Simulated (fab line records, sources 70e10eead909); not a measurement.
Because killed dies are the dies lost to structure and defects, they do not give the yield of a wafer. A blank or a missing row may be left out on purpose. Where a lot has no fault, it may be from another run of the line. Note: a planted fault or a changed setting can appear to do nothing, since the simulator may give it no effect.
Which tool did it? || flow nandHarc || 72 wafers from 24 lots sampled at 3 of the route's 1302 steps

== WHAT THE GAUGES READ, wafer by wafer ==
NHARC_A_CONTACT_INSPECT_44.
{"lot": "L075", "measured": "day 21 23:21", "on": "defectInspect-01", "rawDefectCount": "59 68 68"}
{"lot": "L074", "measured": "day 22 05:17", "on": "defectInspect-02", "rawDefectCount": "130 117 110"}
{"lot": "L076", "measured": "day 21 23:04", "on": "defectInspect-01", "rawDefectCount": "98 95 121"}
{"lot": "L077", "measured": "day 22 09:56", "on": "defectInspect-02", "rawDefectCount": "99 114 118"}
{"lot": "L078", "measured": "day 22 10:07", "on": "defectInspect-01", "rawDefectCount": "50 81 64"}
{"lot": "L080", "measured": "day 22 20:44", "on": "defectInspect-01", "rawDefectCount": "24 22 31"}
{"lot": "L079", "measured": "day 23 07:12", "on": "defectInspect-01", "rawDefectCount": "124 151 150"}
{"lot": "L082", "measured": "day 25 01:21", "on": "defectInspect-01", "rawDefectCount": "87 82 95"}
{"lot": "L084", "measured": "day 24 22:02", "on": "defectInspect-01", "rawDefectCount": "30 26 32"}
{"lot": "L083", "measured": "day 25 08:44", "on": "defectInspect-02", "rawDefectCount": "142 124 134"}
{"lot": "L081", "measured": "day 25 08:11", "on": "defectInspect-02", "rawDefectCount": "77 91 98"}
{"lot": "L085", "measured": "day 25 20:30", "on": "defectInspect-01", "rawDefectCount": "84 88 90"}
{"lot": "L086", "measured": "day 26 00:32", "on": "defectInspect-01", "rawDefectCount": "84 93 95"}
{"lot": "L088", "measured": "day 26 23:56", "on": "defectInspect-01", "rawDefectCount": "78 89 57"}
{"lot": "L089", "measured": "day 27 04:35", "on": "defectInspect-01", "rawDefectCount": "55 58 56"}
{"lot": "L087", "measured": "day 27 10:35", "on": "defectInspect-01", "rawDefectCount": "77 70 71"}
{"lot": "L091", "measured": "day 27 23:02", "on": "defectInspect-02", "rawDefectCount": "95 77 68"}
{"lot": "L090", "measured": "day 28 02:03", "on": "defectInspect-01", "rawDefectCount": "140 141 137"}
{"lot": "L092", "measured": "day 28 06:34", "on": "defectInspect-01", "rawDefectCount": "128 149 146"}
{"lot": "L094", "measured": "day 28 20:59", "on": "defectInspect-01", "rawDefectCount": "71 68 58"}
{"lot": "L093", "measured": "day 28 22:16", "on": "defectInspect-01", "rawDefectCount": "123 119 120"}
{"lot": "L097", "measured": "day 30 09:43", "on": "defectInspect-01", "rawDefectCount": "101 113 103"}
{"lot": "L096", "measured": "day 30 15:21", "on": "defectInspect-01", "rawDefectCount": "102 107 113"}
{"lot": "L095", "measured": "day 31 04:03", "on": "defectInspect-01", "rawDefectCount": "71 70 75"}

== WHICH TOOL RAN EACH LOT (tool, then ch and the chambers of the sampled wafers, then the start) ==
{"lot": "L075", "NHARC_A_SGD_CUT_STRIP_28": "rieDiel-10 ch 0,2, day 21 16:20 or earlier", "NHARC_A_WL_FILL_ETCHBACK_26": "rieSi-06 ch 0,2,3, day 21 16:20"}
{"lot": "L074", "NHARC_A_SGD_CUT_STRIP_28": "rieDiel-10 ch 1,2, day 21 21:17 or earlier", "NHARC_A_WL_FILL_ETCHBACK_26": "rieSi-06 ch 1,2, day 21 21:17"}
{"lot": "L076", "NHARC_A_SGD_CUT_STRIP_28": "rieDiel-06 ch 0,2,3, day 21 16:19 or earlier", "NHARC_A_WL_FILL_ETCHBACK_26": "rieSi-01 ch 1,2, day 21 16:19"}
{"lot": "L077", "NHARC_A_SGD_CUT_STRIP_28": "rieDiel-06 ch 1,3, day 22 03:06 or earlier", "NHARC_A_WL_FILL_ETCHBACK_26": "rieSi-05 ch 1,2,3, day 22 03:06"}
{"lot": "L078", "NHARC_A_SGD_CUT_STRIP_28": "rieDiel-06 ch 0,2,3, day 22 03:06 or earlier", "NHARC_A_WL_FILL_ETCHBACK_26": "rieSi-01 ch 0,1,2, day 22 03:06"}
{"lot": "L080", "NHARC_A_SGD_CUT_STRIP_28": "rieDiel-03 ch 0,1,2, day 22 13:19 or earlier", "NHARC_A_WL_FILL_ETCHBACK_26": "rieSi-05 ch 0,1,3, day 22 13:19"}
{"lot": "L079", "NHARC_A_SGD_CUT_STRIP_28": "rieDiel-10 ch 0,2,3, day 23 00:20 or earlier", "NHARC_A_WL_FILL_ETCHBACK_26": "rieSi-01 ch 0,1,2, day 23 00:20"}
{"lot": "L082", "NHARC_A_SGD_CUT_STRIP_28": "rieDiel-10 ch 0,1,3, day 24 18:29 or earlier", "NHARC_A_WL_FILL_ETCHBACK_26": "rieSi-05 ch 0,3, day 24 18:29"}
{"lot": "L084", "NHARC_A_SGD_CUT_STRIP_28": "rieDiel-06 ch 0,1,2, day 23 03:44", "NHARC_A_WL_FILL_ETCHBACK_26": "rieSi-05 ch 0,2, day 24 15:10"}
{"lot": "L083", "NHARC_A_SGD_CUT_STRIP_28": "rieDiel-10 ch 0,1,3, day 24 23:27 or earlier", "NHARC_A_WL_FILL_ETCHBACK_26": "rieSi-01 ch 1,2,3, day 24 23:27"}
{"lot": "L081", "NHARC_A_SGD_CUT_STRIP_28": "rieDiel-06 ch 1,2,3, day 24 23:28 or earlier", "NHARC_A_WL_FILL_ETCHBACK_26": "rieSi-06 ch 1,2,3, day 24 23:28"}
{"lot": "L085", "NHARC_A_SGD_CUT_STRIP_28": "rieDiel-03 ch 0,1,2, day 25 13:19 or earlier", "NHARC_A_WL_FILL_ETCHBACK_26": "rieSi-01 ch 0,1, day 25 13:19"}
{"lot": "L086", "NHARC_A_SGD_CUT_STRIP_28": "rieDiel-10 ch 0,1,2, day 25 16:15 or earlier", "NHARC_A_WL_FILL_ETCHBACK_26": "rieSi-06 ch 0,2,3, day 25 16:15"}
{"lot": "L088", "NHARC_A_SGD_CUT_STRIP_28": "rieDiel-03 ch 0,2,3, day 24 23:26", "NHARC_A_WL_FILL_ETCHBACK_26": "rieSi-05 ch 0,1,2, day 26 14:14"}
{"lot": "L089", "NHARC_A_SGD_CUT_STRIP_28": "rieDiel-06 ch 1,2,3, day 26 21:41 or earlier", "NHARC_A_WL_FILL_ETCHBACK_26": "rieSi-01 ch 0,1,3, day 26 21:41"}
{"lot": "L087", "NHARC_A_SGD_CUT_STRIP_28": "rieDiel-03 ch 2,3, day 25 06:17", "NHARC_A_WL_FILL_ETCHBACK_26": "rieSi-05 ch 1,2, day 27 02:52"}
{"lot": "L091", "NHARC_A_SGD_CUT_STRIP_28": "rieDiel-06 ch 0,1,3, day 27 15:05 or earlier", "NHARC_A_WL_FILL_ETCHBACK_26": "rieSi-05 ch 0,2,3, day 27 15:05"}
{"lot": "L090", "NHARC_A_SGD_CUT_STRIP_28": "rieDiel-03 ch 0,2,3, day 26 02:46", "NHARC_A_WL_FILL_ETCHBACK_26": "rieSi-06 ch 0,2, day 27 19:07"}
{"lot": "L092", "NHARC_A_SGD_CUT_STRIP_28": "rieDiel-06 ch 1,3, day 27 23:43 or earlier", "NHARC_A_WL_FILL_ETCHBACK_26": "rieSi-05 ch 0,1,3, day 27 23:43"}
{"lot": "L094", "NHARC_A_SGD_CUT_STRIP_28": "rieDiel-06 ch 0,2,3, day 28 12:41 or earlier", "NHARC_A_WL_FILL_ETCHBACK_26": "rieSi-06 ch 0,2,3, day 28 12:41"}
{"lot": "L093", "NHARC_A_SGD_CUT_STRIP_28": "rieDiel-10 ch 0,2, day 28 12:40 or earlier", "NHARC_A_WL_FILL_ETCHBACK_26": "rieSi-01 ch 1,2, day 28 12:40"}
{"lot": "L097", "NHARC_A_SGD_CUT_STRIP_28": "rieDiel-03 ch 2,3, day 30 02:52 or earlier", "NHARC_A_WL_FILL_ETCHBACK_26": "rieSi-01 ch 1,2,3, day 30 02:52"}
{"lot": "L096", "NHARC_A_SGD_CUT_STRIP_28": "rieDiel-03 ch 0,1,2, day 30 07:18 or earlier", "NHARC_A_WL_FILL_ETCHBACK_26": "rieSi-06 ch 0,2,3, day 30 07:18"}
{"lot": "L095", "NHARC_A_SGD_CUT_STRIP_28": "rieDiel-10 ch 0,1,2, day 30 21:20 or earlier", "NHARC_A_WL_FILL_ETCHBACK_26": "rieSi-05 ch 1,2,3, day 30 21:20"}
- NHARC_A_SGD_CUT_STRIP_28: strips in O2, time 20 s.
- NHARC_A_WL_FILL_ETCHBACK_26: etches the open film in HBr, target depth 52 nm, time 13.3 s.

== AS READ BY THE TOOLS THEMSELVES (means over the sampled wafers that have a number; for cases with no such wafer, the mark the record gives instead) ==
NHARC_A_SGD_CUT_STRIP_28.
{"lot": "L075", "tool": "rieDiel-10", "drypumpMotorCurrentA (A)": 5.6, "oesProductAu (a.u.)": 0.993, "rfVppV (V)": 57.9, "showerheadPlenumPTorr (Torr)": 3.47, "throttleValvePct (%)": 17.051}
{"lot": "L074", "tool": "rieDiel-10", "drypumpMotorCurrentA (A)": 5.6, "oesProductAu (a.u.)": 1.006, "rfVppV (V)": 58.2, "showerheadPlenumPTorr (Torr)": 3.58, "throttleValvePct (%)": 17.038}
{"lot": "L076", "tool": "rieDiel-06", "drypumpMotorCurrentA (A)": 5.6, "oesProductAu (a.u.)": 0.993, "rfVppV (V)": 57.7, "showerheadPlenumPTorr (Torr)": 3.56, "throttleValvePct (%)": 17.039}
{"lot": "L077", "tool": "rieDiel-06", "drypumpMotorCurrentA (A)": 5.6, "oesProductAu (a.u.)": 1.007, "rfVppV (V)": 58.6, "showerheadPlenumPTorr (Torr)": 3.45, "throttleValvePct (%)": 17.044}
{"lot": "L078", "tool": "rieDiel-06", "drypumpMotorCurrentA (A)": 5.6, "oesProductAu (a.u.)": 0.997, "rfVppV (V)": 58.3, "showerheadPlenumPTorr (Torr)": 3.56, "throttleValvePct (%)": 17.036}
{"lot": "L080", "tool": "rieDiel-03", "drypumpMotorCurrentA (A)": 6.1, "oesProductAu (a.u.)": 1.005, "rfVppV (V)": 58.1, "showerheadPlenumPTorr (Torr)": 3.53, "throttleValvePct (%)": 17.043}
{"lot": "L079", "tool": "rieDiel-10", "drypumpMotorCurrentA (A)": 5.7, "oesProductAu (a.u.)": 0.991, "rfVppV (V)": 57.6, "showerheadPlenumPTorr (Torr)": 3.54, "throttleValvePct (%)": 17.035}
{"lot": "L082", "tool": "rieDiel-10", "drypumpMotorCurrentA (A)": 5.8, "oesProductAu (a.u.)": 0.990, "rfVppV (V)": 58.3, "showerheadPlenumPTorr (Torr)": 3.55, "throttleValvePct (%)": 17.035}
{"lot": "L084", "tool": "rieDiel-06", "drypumpMotorCurrentA (A)": 5.4, "oesProductAu (a.u.)": 0.999, "rfVppV (V)": 58.7, "showerheadPlenumPTorr (Torr)": 3.71, "throttleValvePct (%)": 17.037}
{"lot": "L083", "tool": "rieDiel-10", "drypumpMotorCurrentA (A)": 5.8, "oesProductAu (a.u.)": 0.995, "rfVppV (V)": 58.3, "showerheadPlenumPTorr (Torr)": 3.54, "throttleValvePct (%)": 17.037}
{"lot": "L081", "tool": "rieDiel-06", "drypumpMotorCurrentA (A)": 5.4, "oesProductAu (a.u.)": 1.008, "rfVppV (V)": 57.7, "showerheadPlenumPTorr (Torr)": 3.62, "throttleValvePct (%)": 17.033}
{"lot": "L085", "tool": "rieDiel-03", "drypumpMotorCurrentA (A)": 6.0, "oesProductAu (a.u.)": 1.001, "rfVppV (V)": 57.8, "showerheadPlenumPTorr (Torr)": 3.53, "throttleValvePct (%)": 17.033}
{"lot": "L086", "tool": "rieDiel-10", "drypumpMotorCurrentA (A)": 5.6, "oesProductAu (a.u.)": 0.999, "rfVppV (V)": 58.4, "showerheadPlenumPTorr (Torr)": 3.52, "throttleValvePct (%)": 17.033}
{"lot": "L088", "tool": "rieDiel-03", "drypumpMotorCurrentA (A)": 5.8, "oesProductAu (a.u.)": 1.000, "rfVppV (V)": 58.5, "showerheadPlenumPTorr (Torr)": 3.51, "throttleValvePct (%)": 17.037}
{"lot": "L089", "tool": "rieDiel-06", "drypumpMotorCurrentA (A)": 5.4, "oesProductAu (a.u.)": 1.008, "rfVppV (V)": 58.6, "showerheadPlenumPTorr (Torr)": 3.61, "throttleValvePct (%)": 17.028}
{"lot": "L087", "tool": "rieDiel-03", "drypumpMotorCurrentA (A)": 5.6, "oesProductAu (a.u.)": 1.000, "rfVppV (V)": 57.6, "showerheadPlenumPTorr (Torr)": 3.46, "throttleValvePct (%)": 17.039}
{"lot": "L091", "tool": "rieDiel-06", "drypumpMotorCurrentA (A)": 5.6, "oesProductAu (a.u.)": 1.004, "rfVppV (V)": 58.3, "showerheadPlenumPTorr (Torr)": 3.55, "throttleValvePct (%)": 17.034}
{"lot": "L090", "tool": "rieDiel-03", "drypumpMotorCurrentA (A)": 5.8, "oesProductAu (a.u.)": 0.994, "rfVppV (V)": 57.2, "showerheadPlenumPTorr (Torr)": 3.51, "throttleValvePct (%)": 17.038}
{"lot": "L092", "tool": "rieDiel-06", "drypumpMotorCurrentA (A)": 5.6, "oesProductAu (a.u.)": 1.005, "rfVppV (V)": 56.9, "showerheadPlenumPTorr (Torr)": 3.45, "throttleValvePct (%)": 17.036}
{"lot": "L094", "tool": "rieDiel-06", "drypumpMotorCurrentA (A)": 5.6, "oesProductAu (a.u.)": 0.997, "rfVppV (V)": 57.3, "showerheadPlenumPTorr (Torr)": 3.56, "throttleValvePct (%)": 17.027}
{"lot": "L093", "tool": "rieDiel-10", "drypumpMotorCurrentA (A)": 5.6, "oesProductAu (a.u.)": 0.996, "rfVppV (V)": 57.6, "showerheadPlenumPTorr (Torr)": 3.46, "throttleValvePct (%)": 17.046}
{"lot": "L097", "tool": "rieDiel-03", "drypumpMotorCurrentA (A)": 5.6, "oesProductAu (a.u.)": 0.984, "rfVppV (V)": 58.1, "showerheadPlenumPTorr (Torr)": 3.46, "throttleValvePct (%)": 17.045}
{"lot": "L096", "tool": "rieDiel-03", "drypumpMotorCurrentA (A)": 6.0, "oesProductAu (a.u.)": 0.998, "rfVppV (V)": 57.5, "showerheadPlenumPTorr (Torr)": 3.52, "throttleValvePct (%)": 17.036}
{"lot": "L095", "tool": "rieDiel-10", "drypumpMotorCurrentA (A)": 5.6, "oesProductAu (a.u.)": 1.002, "rfVppV (V)": 57.1, "showerheadPlenumPTorr (Torr)": 3.51, "throttleValvePct (%)": 17.040}

NHARC_A_WL_FILL_ETCHBACK_26.
{"lot": "L075", "tool": "rieSi-06", "drypumpMotorCurrentA (A)": 5.8, "oesProductAu (a.u.)": 0.997, "rfFwdPowerW (W)": 342.3, "throttleValvePct (%)": 23.266}
{"lot": "L074", "tool": "rieSi-06", "drypumpMotorCurrentA (A)": 5.4, "oesProductAu (a.u.)": 0.990, "rfFwdPowerW (W)": 342.9, "throttleValvePct (%)": 23.270}
{"lot": "L076", "tool": "rieSi-01", "drypumpMotorCurrentA (A)": 4.9, "oesProductAu (a.u.)": 1.006, "rfFwdPowerW (W)": 340.9, "throttleValvePct (%)": 23.267}
{"lot": "L077", "tool": "rieSi-05", "drypumpMotorCurrentA (A)": 5.1, "oesProductAu (a.u.)": 1.002, "rfFwdPowerW (W)": 343.5, "throttleValvePct (%)": 23.268}
{"lot": "L078", "tool": "rieSi-01", "drypumpMotorCurrentA (A)": 5.2, "oesProductAu (a.u.)": 1.005, "rfFwdPowerW (W)": 342.7, "throttleValvePct (%)": 23.276}
{"lot": "L080", "tool": "rieSi-05", "drypumpMotorCurrentA (A)": 5.3, "oesProductAu (a.u.)": 0.999, "rfFwdPowerW (W)": 342.4, "throttleValvePct (%)": 23.278}
{"lot": "L079", "tool": "rieSi-01", "drypumpMotorCurrentA (A)": 5.2, "oesProductAu (a.u.)": 0.989, "rfFwdPowerW (W)": 342.0, "throttleValvePct (%)": 23.268}
{"lot": "L082", "tool": "rieSi-05", "drypumpMotorCurrentA (A)": 5.5, "oesProductAu (a.u.)": 0.997, "rfFwdPowerW (W)": 342.3, "throttleValvePct (%)": 23.270}
{"lot": "L084", "tool": "rieSi-05", "drypumpMotorCurrentA (A)": 5.3, "oesProductAu (a.u.)": 0.992, "rfFwdPowerW (W)": 343.9, "throttleValvePct (%)": 23.267}
{"lot": "L083", "tool": "rieSi-01", "drypumpMotorCurrentA (A)": 5.3, "oesProductAu (a.u.)": 0.993, "rfFwdPowerW (W)": 342.4, "throttleValvePct (%)": 23.267}
{"lot": "L081", "tool": "rieSi-06", "drypumpMotorCurrentA (A)": 5.7, "oesProductAu (a.u.)": 1.004, "rfFwdPowerW (W)": 341.1, "throttleValvePct (%)": 23.266}
{"lot": "L085", "tool": "rieSi-01", "drypumpMotorCurrentA (A)": 5.3, "oesProductAu (a.u.)": 0.988, "rfFwdPowerW (W)": 343.8, "throttleValvePct (%)": 23.265}
{"lot": "L086", "tool": "rieSi-06", "drypumpMotorCurrentA (A)": 5.8, "oesProductAu (a.u.)": 0.998, "rfFwdPowerW (W)": 342.8, "throttleValvePct (%)": 23.264}
{"lot": "L088", "tool": "rieSi-05", "drypumpMotorCurrentA (A)": 5.3, "oesProductAu (a.u.)": 0.998, "rfFwdPowerW (W)": 344.3, "throttleValvePct (%)": 23.275}
{"lot": "L089", "tool": "rieSi-01", "drypumpMotorCurrentA (A)": 5.5, "oesProductAu (a.u.)": 0.990, "rfFwdPowerW (W)": 342.7, "throttleValvePct (%)": 23.267}
{"lot": "L087", "tool": "rieSi-05", "drypumpMotorCurrentA (A)": 5.1, "oesProductAu (a.u.)": 1.000, "rfFwdPowerW (W)": 344.5, "throttleValvePct (%)": 23.259}
{"lot": "L091", "tool": "rieSi-05", "drypumpMotorCurrentA (A)": 5.2, "oesProductAu (a.u.)": 1.002, "rfFwdPowerW (W)": 344.7, "throttleValvePct (%)": 23.263}
{"lot": "L090", "tool": "rieSi-06", "drypumpMotorCurrentA (A)": 5.7, "oesProductAu (a.u.)": 0.998, "rfFwdPowerW (W)": 344.8, "throttleValvePct (%)": 23.260}
{"lot": "L092", "tool": "rieSi-05", "drypumpMotorCurrentA (A)": 5.3, "oesProductAu (a.u.)": 0.999, "rfFwdPowerW (W)": 343.2, "throttleValvePct (%)": 23.264}
{"lot": "L094", "tool": "rieSi-06", "drypumpMotorCurrentA (A)": 5.8, "oesProductAu (a.u.)": 1.002, "rfFwdPowerW (W)": 341.1, "throttleValvePct (%)": 23.255}
{"lot": "L093", "tool": "rieSi-01", "drypumpMotorCurrentA (A)": 4.9, "oesProductAu (a.u.)": 0.994, "rfFwdPowerW (W)": 340.9, "throttleValvePct (%)": 23.265}
{"lot": "L097", "tool": "rieSi-01", "drypumpMotorCurrentA (A)": 5.3, "oesProductAu (a.u.)": 0.991, "rfFwdPowerW (W)": 342.4, "throttleValvePct (%)": 23.267}
{"lot": "L096", "tool": "rieSi-06", "drypumpMotorCurrentA (A)": 5.8, "oesProductAu (a.u.)": 0.992, "rfFwdPowerW (W)": 343.0, "throttleValvePct (%)": 23.270}
{"lot": "L095", "tool": "rieSi-05", "drypumpMotorCurrentA (A)": 5.1, "oesProductAu (a.u.)": 0.995, "rfFwdPowerW (W)": 344.4, "throttleValvePct (%)": 23.267}

== THE ANSWER, worked out from the rows above alone ==
Rule: usual is defined by the lots themselves. Put in order of their means at a reading, lots are off if they are a third of the lots or fewer, leave a main group of 4 or more, and stand apart from it by a gap of 3 or more times the standard deviation of the main group's means; of several such gaps the widest counts. Not used: any main group whose means are identical at the precision the tables above print for the reading. A lot without any number at a reading at which 4 lots or more have one is off too. All remaining lots with rows at the step are treated as sound. The gauges are gone through in route order, then the tools' own readings, and for those a lot's mean is taken as printed above. The first step at which some lot is off is used, and at that step the reading that is off furthest; a lot without a number counts as furthest.
Across all readings shown, no lot is off: no conclusion can be drawn from this.

== WHAT THE SIMULATOR HAD INSERTED ==
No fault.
